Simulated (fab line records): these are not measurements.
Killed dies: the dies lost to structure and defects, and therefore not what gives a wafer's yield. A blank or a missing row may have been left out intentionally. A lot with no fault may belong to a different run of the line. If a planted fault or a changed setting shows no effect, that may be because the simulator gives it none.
What tool caused it? | flow nand harc | Sampling: 22 lots, 66 wafers, 4 of 1159 route steps

== WHAT THE GAUGES READ, wafer by wafer ==
NHARC_A_CONTACT_INSPECT_71.
lot  | measured     | on                | raw defect count
L074 | day 16 20:14 | defect inspect-02 | 19 29 26
L077 | day 17 04:37 | defect inspect-02 | 16 27 22
L076 | day 17 05:14 | defect inspect-01 | 9 12 8
L078 | day 17 17:53 | defect inspect-01 | 21 5 14
L080 | day 18 09:57 | defect inspect-02 | 43 44 39
L081 | day 18 11:28 | defect inspect-02 | 16 8 16
L083 | day 18 22:30 | defect inspect-02 | 14 13 18
L084 | day 19 03:14 | defect inspect-02 | 28 39 41
L079 | day 19 04:55 | defect inspect-02 | 31 41 32
L086 | day 19 07:55 | defect inspect-01 | 10 5 7
L088 | day 19 08:32 | defect inspect-01 | 49 38 40
L085 | day 19 17:10 | defect inspect-01 | 39 59 51
L087 | day 19 18:07 | defect inspect-02 | 18 11 12
L089 | day 20 08:25 | defect inspect-01 | 22 30 25
L090 | day 20 13:04 | defect inspect-01 | 27 48 41
L091 | day 20 14:38 | defect inspect-02 | 37 31 27
L092 | day 20 19:28 | defect inspect-01 | 11 15 12
L093 | day 21 01:58 | defect inspect-02 | 43 43 40
L095 | day 21 06:55 | defect inspect-02 | 57 46 52
L094 | day 21 08:23 | defect inspect-01 | 8 19 16
L096 | day 21 23:26 | defect inspect-02 | 17 21 16
L097 | day 23 04:22 | defect inspect-02 | 38 57 42

== WHICH TOOL RAN EACH LOT (tool, then ch and the chambers of the sampled wafers, then the start) ==
lot  | NHARC_A_CONTACT_ETCH_96                       | NHARC_A_CONTACT_ETCH_102           | NHARC_A_CONTACT_DEP_58
L074 | rie diel-08 ch 0,1,2, day 16 14:00 or earlier | rie diel-08 ch 1,2,3, day 16 14:00 | pecvd-03 ch 0,1,2, day 16 19:23
L077 | rie diel-11 ch 0,2,3, day 17 01:01 or earlier | rie diel-13 ch 0,1,2, day 17 01:01 | pecvd-02 ch 0,1,2, day 17 03:54
L076 | rie diel-08 ch 1,2,3, day 17 01:59 or earlier | rie diel-11 ch 2,3, day 17 01:59   | pecvd-02 ch 0,2, day 17 04:23
L078 | rie diel-11 ch 0,1, day 17 14:13              | rie diel-08 ch 0,1,2, day 17 14:36 | pecvd-03 ch 0,2, day 17 17:03
L080 | rie diel-11 ch 0,2,3, day 18 05:41 or earlier | rie diel-08 ch 0,3, day 18 05:41   | pecvd-03 ch 0,1,2, day 18 09:08
L081 | rie diel-11 ch 0,3, day 18 07:51 or earlier   | rie diel-11 ch 0,2, day 18 07:51   | pecvd-02 ch 1,2, day 18 10:44
L083 | rie diel-11 ch 1,2, day 18 18:10 or earlier   | rie diel-08 ch 0,1,2, day 18 18:10 | pecvd-03 ch 0,1, day 18 21:40
L084 | rie diel-08 ch 1,2, day 18 21:57 or earlier   | rie diel-13 ch 0,2,3, day 18 21:57 | pecvd-02 ch 0,1, day 19 02:23
L079 | rie diel-13 ch 0,2,3, day 18 22:42 or earlier | rie diel-13 ch 0,2,3, day 18 22:42 | pecvd-04 ch 0,2, day 19 04:04
L086 | rie diel-11 ch 0,2,3, day 19 03:50 or earlier | rie diel-11 ch 1,2,3, day 19 03:50 | pecvd-03 ch 1,2, day 19 07:05
L088 | rie diel-11 ch 1,2,3, day 19 04:31 or earlier | rie diel-11 ch 1,2,3, day 19 04:31 | pecvd-04 ch 0,1, day 19 07:41
L085 | rie diel-13 ch 0,2, day 19 13:23              | rie diel-13 ch 0,2,3, day 19 13:54 | pecvd-04 ch 0,1,2, day 19 16:27
L087 | rie diel-08 ch 0,1, day 19 14:31              | rie diel-11 ch 0,1,2, day 19 14:53 | pecvd-03 ch 0,1,2, day 19 17:17
L089 | rie diel-08 ch 0,1, day 20 05:19 or earlier   | rie diel-11 ch 1,2,3, day 20 05:19 | pecvd-03 ch 0,1, day 20 07:46
L090 | rie diel-08 ch 1,2,3, day 20 08:36 or earlier | rie diel-11 ch 0,1,3, day 20 08:36 | pecvd-04 ch 1,2, day 20 12:12
L091 | rie diel-11 ch 0,1,3, day 20 10:08 or earlier | rie diel-11 ch 1,2, day 20 10:08   | pecvd-03 ch 0,1, day 20 13:56
L092 | rie diel-08 ch 1,2, day 20 13:52 or earlier   | rie diel-08 ch 1,3, day 20 13:52   | pecvd-04 ch 0,1,2, day 20 18:37
L093 | rie diel-13 ch 0,1,3, day 20 18:04 or earlier | rie diel-11 ch 1,2,3, day 20 18:04 | pecvd-02 ch 0,1, day 21 01:05
L095 | rie diel-11 ch 1,2, day 21 03:31 or earlier   | rie diel-11 ch 1,2,3, day 21 03:31 | pecvd-02 ch 0,2, day 21 06:06
L094 | rie diel-11 ch 1,2,3, day 21 04:09 or earlier | rie diel-13 ch 0,1,3, day 21 04:09 | pecvd-03 ch 0,1,2, day 21 07:40
L096 | rie diel-11 ch 0,1,2, day 21 20:19 or earlier | rie diel-11 ch 0,1,2, day 21 20:19 | pecvd-03 ch 0,1,2, day 21 22:41
L097 | rie diel-08 ch 1,2,3, day 23 01:04 or earlier | rie diel-11 ch 1,2,3, day 23 01:04 | pecvd-04 ch 0,1,2, day 23 03:31
- NHARC_A_CONTACT_ETCH_96: etches the open film in C4F6/O2, target depth 20 nm, time 10 s.
- NHARC_A_CONTACT_ETCH_102: etches the open film in CF4/O2, target depth 70 nm, overetch 7 nm, time 38.5 s.
- NHARC_A_CONTACT_DEP_58: deposits SiON, target thk 60 nm.

== AS READ BY THE TOOLS THEMSELVES (means over the sampled wafers that have a number; for cases with no such wafer, the mark the record gives instead) ==
NHARC_A_CONTACT_ETCH_96.
lot  | tool        | drypump motor current A (A) | oes product au (a.u.) | rf vpp V (V) | showerhead plenum p Torr (Torr) | throttle valve pct (%)
L074 | rie diel-08 | 6.1                         | 0.971                 | 545.3        | 3.88                            | 26.906
L077 | rie diel-11 | 5.8                         | 0.998                 | 547.3        | 3.94                            | 26.907
L076 | rie diel-08 | 5.9                         | 0.952                 | 545.4        | 3.85                            | 26.900
L078 | rie diel-11 | 6.4                         | 0.951                 | 546.7        | 3.93                            | 26.900
L080 | rie diel-11 | 5.8                         | 0.951                 | 547.0        | 3.93                            | 26.904
L081 | rie diel-11 | 6.1                         | 1.003                 | 545.7        | 3.88                            | 26.907
L083 | rie diel-11 | 6.2                         | 0.960                 | 547.7        | 3.97                            | 26.905
L084 | rie diel-08 | 6.0                         | 1.013                 | 544.4        | 3.79                            | 26.894
L079 | rie diel-13 | 5.5                         | 0.933                 | 545.6        | 3.85                            | 26.898
L086 | rie diel-11 | 5.8                         | 0.949                 | 547.4        | 3.93                            | 26.894
L088 | rie diel-11 | 6.0                         | 1.004                 | 546.7        | 3.94                            | 26.901
L085 | rie diel-13 | 5.6                         | 0.960                 | 546.5        | 3.93                            | 26.905
L087 | rie diel-08 | 6.3                         | 0.953                 | 545.3        | 3.84                            | 26.910
L089 | rie diel-08 | 6.3                         | 0.969                 | 542.8        | 3.76                            | 26.902
L090 | rie diel-08 | 5.8                         | 0.947                 | 545.1        | 3.83                            | 26.910
L091 | rie diel-11 | 6.2                         | 0.948                 | 546.9        | 3.88                            | 26.909
L092 | rie diel-08 | 5.8                         | 0.957                 | 545.7        | 3.87                            | 26.893
L093 | rie diel-13 | 5.4                         | 0.976                 | 543.8        | 3.78                            | 26.903
L095 | rie diel-11 | 6.2                         | 0.976                 | 547.6        | 3.97                            | 26.912
L094 | rie diel-11 | 6.0                         | 1.008                 | 547.4        | 3.93                            | 26.906
L096 | rie diel-11 | 6.0                         | 0.958                 | 547.2        | 3.96                            | 26.900
L097 | rie diel-08 | 5.9                         | 0.997                 | 545.0        | 3.82                            | 26.898

NHARC_A_CONTACT_ETCH_102.
lot  | tool        | drypump motor current A (A) | oes product au (a.u.) | rf vpp V (V) | showerhead plenum p Torr (Torr) | throttle valve pct (%)
L074 | rie diel-08 | 5.8                         | 1.012                 | 197.0        | 1.31                            | 13.415
L077 | rie diel-13 | 5.4                         | 1.003                 | 197.8        | 1.32                            | 13.402
L076 | rie diel-11 | 5.8                         | 0.999                 | 197.4        | 1.33                            | 13.397
L078 | rie diel-08 | 6.0                         | 1.004                 | 197.5        | 1.32                            | 13.398
L080 | rie diel-08 | 6.1                         | 0.997                 | 197.4        | 1.33                            | 13.396
L081 | rie diel-11 | 5.8                         | 1.003                 | 197.9        | 1.35                            | 13.391
L083 | rie diel-08 | 6.0                         | 1.011                 | 196.7        | 1.32                            | 13.397
L084 | rie diel-13 | 5.6                         | 0.995                 | 197.7        | 1.31                            | 13.394
L079 | rie diel-13 | 5.5                         | 0.996                 | 197.4        | 1.31                            | 13.388
L086 | rie diel-11 | 6.0                         | 1.003                 | 199.0        | 1.34                            | 13.393
L088 | rie diel-11 | 5.9                         | 1.003                 | 198.6        | 1.34                            | 13.395
L085 | rie diel-13 | 5.6                         | 0.999                 | 197.7        | 1.31                            | 13.390
L087 | rie diel-11 | 6.0                         | 0.999                 | 198.3        | 1.35                            | 13.405
L089 | rie diel-11 | 6.0                         | 1.004                 | 198.3        | 1.34                            | 13.400
L090 | rie diel-11 | 6.2                         | 1.008                 | 198.2        | 1.32                            | 13.400
L091 | rie diel-11 | 5.7                         | 1.005                 | 198.5        | 1.37                            | 13.401
L092 | rie diel-08 | 5.9                         | 0.999                 | 196.2        | 1.28                            | 13.403
L093 | rie diel-11 | 5.9                         | 1.010                 | 198.2        | 1.34                            | 13.404
L095 | rie diel-11 | 6.0                         | 1.002                 | 197.8        | 1.34                            | 13.392
L094 | rie diel-13 | 5.4                         | 1.001                 | 195.9        | 1.28                            | 13.402
L096 | rie diel-11 | 5.9                         | 0.991                 | 198.3        | 1.35                            | 13.408
L097 | rie diel-11 | 6.0                         | 1.013                 | 198.1        | 1.34                            | 13.398

NHARC_A_CONTACT_DEP_58.
lot  | tool     | heater power w (W) | susceptor temp C (C)
L074 | pecvd-03 | 791                | 399.78
L077 | pecvd-02 | 749                | 400.04
L076 | pecvd-02 | 673                | 400.02
L078 | pecvd-03 | 879                | 400.11
L080 | pecvd-03 | 755                | 400.04
L081 | pecvd-02 | 710                | 399.94
L083 | pecvd-03 | 760                | 399.91
L084 | pecvd-02 | 858                | 399.97
L079 | pecvd-04 | 659                | 400.24
L086 | pecvd-03 | 734                | 399.86
L088 | pecvd-04 | 721                | 400.11
L085 | pecvd-04 | 758                | 399.93
L087 | pecvd-03 | 813                | 400.09
L089 | pecvd-03 | 912                | 400.01
L090 | pecvd-04 | 803                | 399.53
L091 | pecvd-03 | 917                | 399.88
L092 | pecvd-04 | 744                | 400.26
L093 | pecvd-02 | 838                | 399.89
L095 | pecvd-02 | 775                | 399.83
L094 | pecvd-03 | 757                | 399.87
L096 | pecvd-03 | 750                | 400.06
L097 | pecvd-04 | 787                | 400.22

== THE ANSWER, worked out from the rows above alone ==
Rule: the lots themselves supply what counts as usual. The widest of any qualifying gaps counts: lots, ordered by their means at a reading, are off when they make up no more than a third of the lots, leave a main group of 4 or more, and stand apart from it by 3 or more times the standard deviation of that group's means. Not used: any main group whose means are identical at the precision the tables above print for the reading. Also off: a lot with no number at a reading for which 4 or more lots have one. Any other lot the step has rows for is counted as sound. The gauges are gone through in route order, then the tools' own readings, and for those a lot's mean is taken as printed above. At the first step where some lot is off, the reading lying furthest off is the one used; lots without a number count as furthest.
No lot is off at any reading shown: from this, nothing can be told.

== WHAT WAS PUT IN BY THE SIMULATOR ==
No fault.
